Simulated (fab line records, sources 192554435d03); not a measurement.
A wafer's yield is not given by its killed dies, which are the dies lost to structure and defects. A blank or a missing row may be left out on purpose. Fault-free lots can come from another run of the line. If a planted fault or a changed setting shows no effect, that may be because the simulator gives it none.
Matching of chambers :: flow n5Finfet :: N5_HKMG_FIN_ALD_36 on aldMetal-03 has 3 sister chambers
The step deposits TiN, target thk 1 nm, pulse time 1 s, purge time 3 s. 3 wafers are shown with their chamber, then 7 later ones without.

== EACH WAFER AND ITS CHAMBER ==
wafer: L088.1
chamber: 2
heaterPowerW (W): 706

wafer: L088.2
chamber: 0
heaterPowerW (W): 1076

wafer: L088.4
chamber: 3
heaterPowerW (W): 822

== WAFERS WHOSE CHAMBER IS MISSING ==
wafer: L088.5
heaterPowerW (W): 1098

wafer: L088.6
heaterPowerW (W): 737

wafer: L091.1
heaterPowerW (W): 1058

wafer: L091.4
heaterPowerW (W): 715

wafer: L097.1
heaterPowerW (W): 808

wafer: L097.3
heaterPowerW (W): 1074

wafer: L097.5
heaterPowerW (W): 712

== WHICH CHAMBER EACH ONE RAN IN ==
wafer: L088.5
from the rows above: 0
in truth: 0

wafer: L088.6
from the rows above: 2
in truth: 2

wafer: L091.1
from the rows above: 0
in truth: 0

wafer: L091.4
from the rows above: 2
in truth: 2

wafer: L097.1
from the rows above: 3
in truth: 3

wafer: L097.3
from the rows above: 0
in truth: 0

wafer: L097.5
from the rows above: 2
in truth: 2
Correct placement for 7 of the 7. Not placeable from these rows: 0. Number placed wrongly: 0.
How it was worked out, from the rows above alone: a wafer's distance from a chamber is the root of the sum, over the readings, of the square of ((its reading less the chamber's mean) divided by the reading's scatter). If the next closest chamber is less than 2 further off than the closest, the wafer can't be placed; otherwise it belongs to the closest. A chamber's mean is the mean of its shown wafers. The scatter: root of mean squared gap, hidden wafer to nearest shown wafer, with one shown wafer a chamber.
